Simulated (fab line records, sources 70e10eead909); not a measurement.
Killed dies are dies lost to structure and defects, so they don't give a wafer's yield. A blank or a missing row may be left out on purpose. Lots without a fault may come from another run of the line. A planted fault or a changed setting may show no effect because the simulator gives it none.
Which tool did it? | flow nand_harc | 12 lots, 36 wafers sampled, at 1 step of a route of 1302

WHAT THE GAUGES READ, wafer by wafer
NHARC_P_M0_THK_MEAS_24: measures by xrf.
lot  | measured     | on            | thk_nm (nm)
L075 | day 6 12:32  | film_metro-02 | 117.2 116.8 118.2
L077 | day 7 15:13  | film_metro-02 | 116.3 115.3 117.6
L079 | day 8 10:32  | film_metro-02 | 120.6 118.9 119.2
L081 | day 8 23:19  | film_metro-02 | 117.6 117.9 116.7
L082 | day 9 18:22  | film_metro-02 | 119.1 118.3 121.8
L085 | day 10 22:59 | film_metro-02 | 118.1 117.1 118.8
L088 | day 12 05:23 | film_metro-02 | 115.8 115.5 118.2
L089 | day 12 12:32 | film_metro-02 | 118.4 116.7 116.6
L091 | day 13 07:27 | film_metro-02 | 120.7 119.2 115.4
L093 | day 14 07:48 | film_metro-02 | 117.1 120.6 119.6
L095 | day 15 05:25 | film_metro-02 | 116.5 117.2 117.0
L097 | day 15 16:31 | film_metro-01 | 118.8 118.3 117.2

WHICH TOOL RAN EACH LOT (tool, then ch and the chambers of the sampled wafers, then the start)
The record holds no process step before these readings.

THE ANSWER, worked out from the rows above alone
Rule: what is usual is taken from the lots themselves. Put in order of their means at a reading, lots are off if they are a third of the lots or fewer, leave a main group of 4 or more, and stand apart from it by a gap of 3 or more times the standard deviation of the main group's means; of several such gaps the widest counts. A main group whose means are all the same, to the digits that the tables above print for the reading, isn't used. A lot without any number at a reading at which 4 lots or more have one is off too. The other lots that the step has rows for count as sound.
No lot is off at any reading shown: from this, nothing can be told.

WHAT THE SIMULATOR HAD PUT IN
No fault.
